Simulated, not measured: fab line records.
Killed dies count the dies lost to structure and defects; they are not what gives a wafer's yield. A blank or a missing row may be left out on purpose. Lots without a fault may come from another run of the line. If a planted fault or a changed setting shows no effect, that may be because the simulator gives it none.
The tool behind it: which one? -- flow nand_harc -- 42 wafers from 14 lots sampled at 4 of the route's 1302 steps

== WHAT EACH GAUGE READ, for each wafer ==
The record holds no reading of a measuring or inspecting step that can be judged against a usual standard deviation.

== WHAT TOOL EACH LOT RAN ON (gives the tool, then ch and the chambers of the sampled wafers, and finally the start) ==
lot,NHARC_P_ZERO_WELL_DESCUM_13,NHARC_P_STI_EXPOSE_06,NHARC_P_GATE_DESCUM_13,NHARC_P_GATE_HM_DEP_102
L620,"rie_diel-09 ch 1,2,3, day 2 07:25","krf_scanner-02 ch 0, day 3 06:11","rie_diel-10 ch 1,3, day 4 21:32","acl_dep-02 ch 0, day 5 15:57"
L622,"rie_diel-11 ch 1,2,3, day 3 03:23","krf_scanner-01 ch 0, day 4 00:31","rie_diel-04 ch 1,2,3, day 5 14:47","acl_dep-02 ch 0, day 6 08:58"
L623,"rie_diel-11 ch 2,3, day 3 13:17","krf_scanner-02 ch 0, day 4 09:37","rie_diel-04 ch 1,2,3, day 5 23:35","acl_dep-02 ch 0, day 6 13:05"
L624,"rie_diel-05 ch 0,1, day 3 23:24","krf_scanner-01 ch 0, day 4 21:50","rie_diel-04 ch 1,2,3, day 6 10:21","acl_dep-01 ch 0, day 7 05:37"
L625,"rie_diel-05 ch 0,3, day 4 09:24","krf_scanner-03 ch 0, day 5 09:10","rie_diel-04 ch 2,3, day 7 03:23","acl_dep-03 ch 0, day 7 15:48"
L627,"rie_diel-11 ch 1,2, day 5 05:26","krf_scanner-01 ch 0, day 6 03:35","rie_diel-04 ch 1,2,3, day 7 21:59","acl_dep-03 ch 0, day 8 10:46"
L629,"rie_diel-09 ch 1,2,3, day 6 01:25","krf_scanner-01, day 7 04:00",-,-
L630,"rie_diel-09 ch 0,2,3, day 6 11:16","krf_scanner-02, day 7 10:47",-,-
L636,"rie_diel-09 ch 0,2,3, day 8 23:24","krf_scanner-03 ch 0, day 9 21:40","rie_diel-03 ch 1,3, day 11 11:21","acl_dep-01 ch 0, day 12 03:23"
L637,"rie_diel-11 ch 1,2, day 9 09:27","krf_scanner-01 ch 0, day 10 08:25","rie_diel-10 ch 0,1,3, day 11 19:58","acl_dep-01 ch 0, day 12 09:44"
L638,"rie_diel-09 ch 0,2,3, day 9 19:25","krf_scanner-02 ch 0, day 10 18:22","rie_diel-10 ch 1,2,3, day 12 05:12","acl_dep-02 ch 0, day 12 20:00"
L640,"rie_diel-11 ch 0,1,3, day 10 15:23","krf_scanner-03 ch 0, day 11 14:43","rie_diel-10 ch 1,2,3, day 13 07:07","acl_dep-01 ch 0, day 13 21:59"
L641,"rie_diel-05 ch 0,3, day 11 01:23","krf_scanner-03 ch 0, day 11 23:27","rie_diel-10 ch 0,2,3, day 13 11:04","acl_dep-02 ch 0, day 14 01:05"
L642,"rie_diel-11 ch 0,1,3, day 11 11:24","krf_scanner-02 ch 0, day 12 07:50","rie_diel-03 ch 0,1,3, day 13 20:43","acl_dep-02 ch 0, day 14 12:56"
- NHARC_P_ZERO_WELL_DESCUM_13: chemistry O2, time 3 s.
- NHARC_P_STI_EXPOSE_06: exposes mask P STI, target cd 200 nm.
- NHARC_P_GATE_DESCUM_13: chemistry O2, time 3 s.
- NHARC_P_GATE_HM_DEP_102: deposits aC, target thk 120 nm.

== AS READ BY THE TOOLS THEMSELVES (means over the sampled wafers that have a number; for cases with no such wafer, the mark the record gives instead) ==
NHARC_P_ZERO_WELL_DESCUM_13. Usual: drypump_motor_current_A 5.69 A, standard deviation 0.27; oes_product_au 0.996 a.u., standard deviation 0.011; rf_vpp_V 57.6 V, standard deviation 0.96; showerhead_plenum_p_Torr 1.87 Torr, standard deviation 0.077; throttle_valve_pct 11.312 %, standard deviation 0.0087.
lot,tool,drypump_motor_current_A (A),oes_product_au (a.u.),rf_vpp_V (V),showerhead_plenum_p_Torr (Torr),throttle_valve_pct (%),flag
L620,rie_diel-09,5.54,0.992,58.3,1.94,11.308,
L622,rie_diel-11,5.73,0.993,58.3,1.85,11.307,
L623,rie_diel-11,5.93,0.998,57.6,1.84,11.310,
L624,rie_diel-05,5.63,0.988,57.0,1.84,11.316,
L625,rie_diel-05,5.72,0.992,57.5,1.88,11.312,
L627,rie_diel-11,5.86,0.993,57.2,1.81,11.304,
L629,rie_diel-09,5.54,1.010,58.0,1.93,11.315,
L630,rie_diel-09,5.49,1.009,57.7,1.86,11.317,
L636,rie_diel-09,5.50,1.004,57.6,1.86,11.312,
L637,rie_diel-11,5.65,0.990,56.5,1.82,11.309,
L638,rie_diel-09,5.49,0.991,57.7,1.86,11.310,
L640,rie_diel-11,5.71,0.999,58.0,1.84,11.308,
L641,rie_diel-05,5.73,0.992,57.2,1.87,11.314,
L642,rie_diel-11,5.69,0.992,57.5,1.84,11.308,

NHARC_P_STI_EXPOSE_06. Usual: exposure_dose_mJ_cm2 37.78, standard deviation 0.16; focus_offset_nm 0.0 nm, standard deviation 0.48.
lot,tool,exposure_dose_mJ_cm2,focus_offset_nm (nm),flag
L620,krf_scanner-02,38.05,-0.1,
L622,krf_scanner-01,37.66,0.4,
L623,krf_scanner-02,38.05,-0.1,
L624,krf_scanner-01,37.64,0.1,
L625,krf_scanner-03,37.66,0.2,
L627,krf_scanner-01,37.67,0.4,
L629,krf_scanner-01,-,-,OFF
L630,krf_scanner-02,-,-,OFF
L636,krf_scanner-03,37.74,0.2,
L637,krf_scanner-01,37.70,0.2,
L638,krf_scanner-02,38.03,0.3,
L640,krf_scanner-03,37.77,0.2,
L641,krf_scanner-03,37.73,0.6,
L642,krf_scanner-02,38.03,-0.6,

NHARC_P_GATE_DESCUM_13. Usual: drypump_motor_current_A 5.8 A, standard deviation 0.37; oes_product_au 1.000 a.u., standard deviation 0.01; rf_vpp_V 57.9 V, standard deviation 0.99; showerhead_plenum_p_Torr 1.95 Torr, standard deviation 0.073; throttle_valve_pct 11.312 %, standard deviation 0.0092.
lot,tool,drypump_motor_current_A (A),oes_product_au (a.u.),rf_vpp_V (V),showerhead_plenum_p_Torr (Torr),throttle_valve_pct (%),flag
L620,rie_diel-10,5.8,1.001,59.0,2.01,11.309,
L622,rie_diel-04,5.8,1.004,59.0,1.96,11.315,
L623,rie_diel-04,5.8,1.006,57.6,1.96,11.301,
L624,rie_diel-04,5.8,0.996,57.9,1.96,11.307,
L625,rie_diel-04,5.6,0.998,57.5,1.92,11.310,
L627,rie_diel-04,5.8,0.997,58.7,1.96,11.306,
L636,rie_diel-03,5.4,1.007,57.9,1.90,11.316,
L637,rie_diel-10,5.9,1.002,58.0,1.96,11.314,
L638,rie_diel-10,6.0,1.001,58.4,2.00,11.304,
L640,rie_diel-10,5.9,0.998,58.2,2.00,11.299,
L641,rie_diel-10,6.0,1.002,58.2,1.95,11.313,
L642,rie_diel-03,5.6,1.006,58.5,1.92,11.309,

NHARC_P_GATE_HM_DEP_102. Usual: throttle_valve_pct at 34.999 %, with a standard deviation of 0.0092.
lot,tool,throttle_valve_pct (%),flag
L620,acl_dep-02,34.991,
L622,acl_dep-02,34.995,
L623,acl_dep-02,35.008,
L624,acl_dep-01,35.000,
L625,acl_dep-03,34.999,
L627,acl_dep-03,34.997,
L636,acl_dep-01,34.995,
L637,acl_dep-01,35.000,
L638,acl_dep-02,35.000,
L640,acl_dep-01,35.008,
L641,acl_dep-02,35.009,
L642,acl_dep-02,34.999,

== THE ANSWER, worked out from the rows above alone ==
Rule: take the mean of a lot's wafers that have a number; if it is more than 3 standard deviations from the usual mean, the lot is off. Also off: a lot with no number at a reading for which 4 or more lots have one. All remaining lots with rows at the step are treated as sound. After the gauges, taken in route order, come the tools' own readings; for these a lot's mean is taken, as printed above. The first step at which some lot is off is used, and at that step the reading that is off furthest; a lot without a number counts as furthest.
Off: L629, L630 (NHARC_P_STI_EXPOSE_06, exposure_dose_mJ_cm2). Without a number there: L629, L630.
A tool fits if, at that step or a process step before it, it ran every lot that is off, and no sound lot after the first of them. None of those tried fits.

== WHAT THE SIMULATOR HAD INSERTED ==
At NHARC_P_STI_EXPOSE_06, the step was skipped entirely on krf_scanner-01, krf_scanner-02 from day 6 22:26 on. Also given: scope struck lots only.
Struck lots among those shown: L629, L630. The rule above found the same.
